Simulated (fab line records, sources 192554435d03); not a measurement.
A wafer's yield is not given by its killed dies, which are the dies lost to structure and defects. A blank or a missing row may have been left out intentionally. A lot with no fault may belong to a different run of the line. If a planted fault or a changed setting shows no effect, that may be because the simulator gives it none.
Lot-split experiment / flow n5_finfet / route with 1938 steps; 7 lots, 39 wafers read

## THE SPLIT
At N5_BEOL_M5_DEP_56 (deposits SiCN from 3MS/NH3, target thk 8 nm, time 14 s), the setting target_thk_a was moved away from the recipe's 80 angstrom on 12 of the 39 wafers read, by -58.4% to +42.8%. The other wafers ran this setting at the recipe's value.

The reading is taken at the split's own step.

## THE READING
SiCN_of_BEOL_M5_DEP_56.thk_nm (the simulator's own value, which no gauge read), in nm, at N5_BEOL_M5_DEP_56 (deposits SiCN from 3MS/NH3, target thk 8 nm, time 14 s). The file gives no usual value for it. The 27 wafers here that ran the recipe average 8.0 nm, standard deviation 0.19 nm.

wafer=L079.2; tool, chamber at the split=pecvd-04, 0; target_thk_a as run, angstrom=80; against the recipe=recipe; SiCN_of_BEOL_M5_DEP_56.thk_nm, nm=8.2; against lot-mates on the recipe=-
wafer=L079.4; tool, chamber at the split=pecvd-04, 1; target_thk_a as run, angstrom=80; against the recipe=recipe; SiCN_of_BEOL_M5_DEP_56.thk_nm, nm=8.4; against lot-mates on the recipe=-
wafer=L079.6; tool, chamber at the split=pecvd-04, 2; target_thk_a as run, angstrom=80; against the recipe=recipe; SiCN_of_BEOL_M5_DEP_56.thk_nm, nm=8; against lot-mates on the recipe=-
wafer=L082.1; tool, chamber at the split=pecvd-04, 1,0,2,0; target_thk_a as run, angstrom=80; against the recipe=recipe; SiCN_of_BEOL_M5_DEP_56.thk_nm, nm=8; against lot-mates on the recipe=-
wafer=L082.3; tool, chamber at the split=pecvd-04, 1,0,2,0; target_thk_a as run, angstrom=80; against the recipe=recipe; SiCN_of_BEOL_M5_DEP_56.thk_nm, nm=8; against lot-mates on the recipe=-
wafer=L082.4; tool, chamber at the split=pecvd-04, 1,0,2,0; target_thk_a as run, angstrom=80; against the recipe=recipe; SiCN_of_BEOL_M5_DEP_56.thk_nm, nm=8; against lot-mates on the recipe=-
wafer=L082.6; tool, chamber at the split=pecvd-04, 1,0,2,0; target_thk_a as run, angstrom=80; against the recipe=recipe; SiCN_of_BEOL_M5_DEP_56.thk_nm, nm=8; against lot-mates on the recipe=-
wafer=L082.2; tool, chamber at the split=pecvd-04, 2; target_thk_a as run, angstrom=80; against the recipe=recipe; SiCN_of_BEOL_M5_DEP_56.thk_nm, nm=7.8; against lot-mates on the recipe=-
wafer=L082.5; tool, chamber at the split=pecvd-04, 1; target_thk_a as run, angstrom=80; against the recipe=recipe; SiCN_of_BEOL_M5_DEP_56.thk_nm, nm=8.2; against lot-mates on the recipe=-
wafer=L084.1; tool, chamber at the split=pecvd-02, 2,0; target_thk_a as run, angstrom=80; against the recipe=recipe; SiCN_of_BEOL_M5_DEP_56.thk_nm, nm=7.8; against lot-mates on the recipe=-
wafer=L084.3; tool, chamber at the split=pecvd-02, 2,0; target_thk_a as run, angstrom=80; against the recipe=recipe; SiCN_of_BEOL_M5_DEP_56.thk_nm, nm=7.8; against lot-mates on the recipe=-
wafer=L084.2; tool, chamber at the split=pecvd-02, 1,2,1; target_thk_a as run, angstrom=33.28; against the recipe=-58.4%; SiCN_of_BEOL_M5_DEP_56.thk_nm, nm=3.4; against lot-mates on the recipe=-4.5
wafer=L084.5; tool, chamber at the split=pecvd-02, 1,2,1; target_thk_a as run, angstrom=33.28; against the recipe=-58.4%; SiCN_of_BEOL_M5_DEP_56.thk_nm, nm=3.4; against lot-mates on the recipe=-4.5
wafer=L084.6; tool, chamber at the split=pecvd-02, 1,2,1; target_thk_a as run, angstrom=33.28; against the recipe=-58.4%; SiCN_of_BEOL_M5_DEP_56.thk_nm, nm=3.4; against lot-mates on the recipe=-4.5
wafer=L084.4; tool, chamber at the split=pecvd-02, 0; target_thk_a as run, angstrom=80; against the recipe=recipe; SiCN_of_BEOL_M5_DEP_56.thk_nm, nm=8; against lot-mates on the recipe=-
wafer=L089.1; tool, chamber at the split=pecvd-03, 1,0; target_thk_a as run, angstrom=80; against the recipe=recipe; SiCN_of_BEOL_M5_DEP_56.thk_nm, nm=7.6; against lot-mates on the recipe=-
wafer=L089.3; tool, chamber at the split=pecvd-03, 1,0; target_thk_a as run, angstrom=80; against the recipe=recipe; SiCN_of_BEOL_M5_DEP_56.thk_nm, nm=7.6; against lot-mates on the recipe=-
wafer=L089.2; tool, chamber at the split=pecvd-03, 2; target_thk_a as run, angstrom=114.2; against the recipe=+42.8%; SiCN_of_BEOL_M5_DEP_56.thk_nm, nm=11.4; against lot-mates on the recipe=+3.7
wafer=L089.6; tool, chamber at the split=pecvd-03, 2; target_thk_a as run, angstrom=114.2; against the recipe=+42.8%; SiCN_of_BEOL_M5_DEP_56.thk_nm, nm=11.4; against lot-mates on the recipe=+3.7
wafer=L089.4; tool, chamber at the split=pecvd-03, 0; target_thk_a as run, angstrom=80; against the recipe=recipe; SiCN_of_BEOL_M5_DEP_56.thk_nm, nm=7.8; against lot-mates on the recipe=-
wafer=L089.5; tool, chamber at the split=pecvd-03, 1; target_thk_a as run, angstrom=114.2; against the recipe=+42.8%; SiCN_of_BEOL_M5_DEP_56.thk_nm, nm=11.2; against lot-mates on the recipe=+3.5
wafer=L090.1; tool, chamber at the split=pecvd-02, 1,0,1,0,2; target_thk_a as run, angstrom=80; against the recipe=recipe; SiCN_of_BEOL_M5_DEP_56.thk_nm, nm=8.2; against lot-mates on the recipe=-
wafer=L090.2; tool, chamber at the split=pecvd-02, 1,0,1,0,2; target_thk_a as run, angstrom=80; against the recipe=recipe; SiCN_of_BEOL_M5_DEP_56.thk_nm, nm=8.2; against lot-mates on the recipe=-
wafer=L090.4; tool, chamber at the split=pecvd-02, 1,0,1,0,2; target_thk_a as run, angstrom=80; against the recipe=recipe; SiCN_of_BEOL_M5_DEP_56.thk_nm, nm=8.2; against lot-mates on the recipe=-
wafer=L090.5; tool, chamber at the split=pecvd-02, 1,0,1,0,2; target_thk_a as run, angstrom=80; against the recipe=recipe; SiCN_of_BEOL_M5_DEP_56.thk_nm, nm=8.2; against lot-mates on the recipe=-
wafer=L090.6; tool, chamber at the split=pecvd-02, 1,0,1,0,2; target_thk_a as run, angstrom=80; against the recipe=recipe; SiCN_of_BEOL_M5_DEP_56.thk_nm, nm=8.2; against lot-mates on the recipe=-
wafer=L090.3; tool, chamber at the split=pecvd-02, 2; target_thk_a as run, angstrom=80; against the recipe=recipe; SiCN_of_BEOL_M5_DEP_56.thk_nm, nm=8; against lot-mates on the recipe=-
wafer=L096.1; tool, chamber at the split=pecvd-04, 1,0; target_thk_a as run, angstrom=80; against the recipe=recipe; SiCN_of_BEOL_M5_DEP_56.thk_nm, nm=8; against lot-mates on the recipe=-
wafer=L096.4; tool, chamber at the split=pecvd-04, 1,0; target_thk_a as run, angstrom=80; against the recipe=recipe; SiCN_of_BEOL_M5_DEP_56.thk_nm, nm=8; against lot-mates on the recipe=-
wafer=L096.2; tool, chamber at the split=pecvd-04, 0,2; target_thk_a as run, angstrom=107.6; against the recipe=+34.5%; SiCN_of_BEOL_M5_DEP_56.thk_nm, nm=10.8; against lot-mates on the recipe=+2.7
wafer=L096.5; tool, chamber at the split=pecvd-04, 0,2; target_thk_a as run, angstrom=107.6; against the recipe=+34.5%; SiCN_of_BEOL_M5_DEP_56.thk_nm, nm=10.8; against lot-mates on the recipe=+2.7
wafer=L096.3; tool, chamber at the split=pecvd-04, 2; target_thk_a as run, angstrom=107.6; against the recipe=+34.5%; SiCN_of_BEOL_M5_DEP_56.thk_nm, nm=10.6; against lot-mates on the recipe=+2.5
wafer=L096.6; tool, chamber at the split=pecvd-04, 1; target_thk_a as run, angstrom=80; against the recipe=recipe; SiCN_of_BEOL_M5_DEP_56.thk_nm, nm=8.2; against lot-mates on the recipe=-
wafer=L097.1; tool, chamber at the split=pecvd-03, 0; target_thk_a as run, angstrom=80; against the recipe=recipe; SiCN_of_BEOL_M5_DEP_56.thk_nm, nm=7.8; against lot-mates on the recipe=-
wafer=L097.2; tool, chamber at the split=pecvd-03, 1; target_thk_a as run, angstrom=52.06; against the recipe=-34.9%; SiCN_of_BEOL_M5_DEP_56.thk_nm, nm=5; against lot-mates on the recipe=-2.9
wafer=L097.3; tool, chamber at the split=pecvd-03, 2; target_thk_a as run, angstrom=52.06; against the recipe=-34.9%; SiCN_of_BEOL_M5_DEP_56.thk_nm, nm=5.2; against lot-mates on the recipe=-2.7
wafer=L097.5; tool, chamber at the split=pecvd-03, 2; target_thk_a as run, angstrom=52.06; against the recipe=-34.9%; SiCN_of_BEOL_M5_DEP_56.thk_nm, nm=5.2; against lot-mates on the recipe=-2.7
wafer=L097.4; tool, chamber at the split=pecvd-03, 1,0; target_thk_a as run, angstrom=80; against the recipe=recipe; SiCN_of_BEOL_M5_DEP_56.thk_nm, nm=8; against lot-mates on the recipe=-
wafer=L097.6; tool, chamber at the split=pecvd-03, 1,0; target_thk_a as run, angstrom=80; against the recipe=recipe; SiCN_of_BEOL_M5_DEP_56.thk_nm, nm=8; against lot-mates on the recipe=-
If several chambers appear in one row, that row covers several wafers at once and the file leaves open which wafer was in which chamber.

THE FIT
A straight line over all 39 wafers: SiCN_of_BEOL_M5_DEP_56.thk_nm changes by +0.0792 nm for each +1% of target_thk_a; r = +1.00; the points scatter about the line by 0.17 nm.
The same after taking each lot's own level away (the mean of its wafers on the recipe; 39 wafers): +0.0795 nm for each +1%; r = +1.00; scatter 0.14 nm.
That fit puts the effect of the largest move of target_thk_a on the reading at 4.6 nm.
The span of the lots' own levels, 7.67 to 8.20 nm, comes to 2.8 times the standard deviation stated above.
Hence the lot-to-lot level has little effect on the slope; both slopes agree.
Check: -4.64 nm against its lot-mates is what the line predicts for one of the wafers moved furthest among these (-58.4%) when that wafer is left out of the fit. It came out at -4.47 nm against them.

## OTHER SPLITS ON THESE WAFERS
Note: prior to the reading, these wafers also went through further splits. Each is held against what the fit with the lots' levels taken away leaves over:
other split on the same wafers=N5_BEOL_M0_SAQP_CUT_ETCH_46 target_depth_a; wafers away from the commonest value=9; r with SiCN_of_BEOL_M5_DEP_56.thk_nm (lot level and that fit taken away)=-0.07
other split on the same wafers=N5_BEOL_M3_VIA_ETCH_34 time_s; wafers away from the commonest value=12; r with SiCN_of_BEOL_M5_DEP_56.thk_nm (lot level and that fit taken away)=+0.08

## FILE'S OWN FIT
SiCN_of_BEOL_M5_DEP_56.thk_nm changes by +0.0794 nm for each +1% of target_thk_a, r = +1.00.
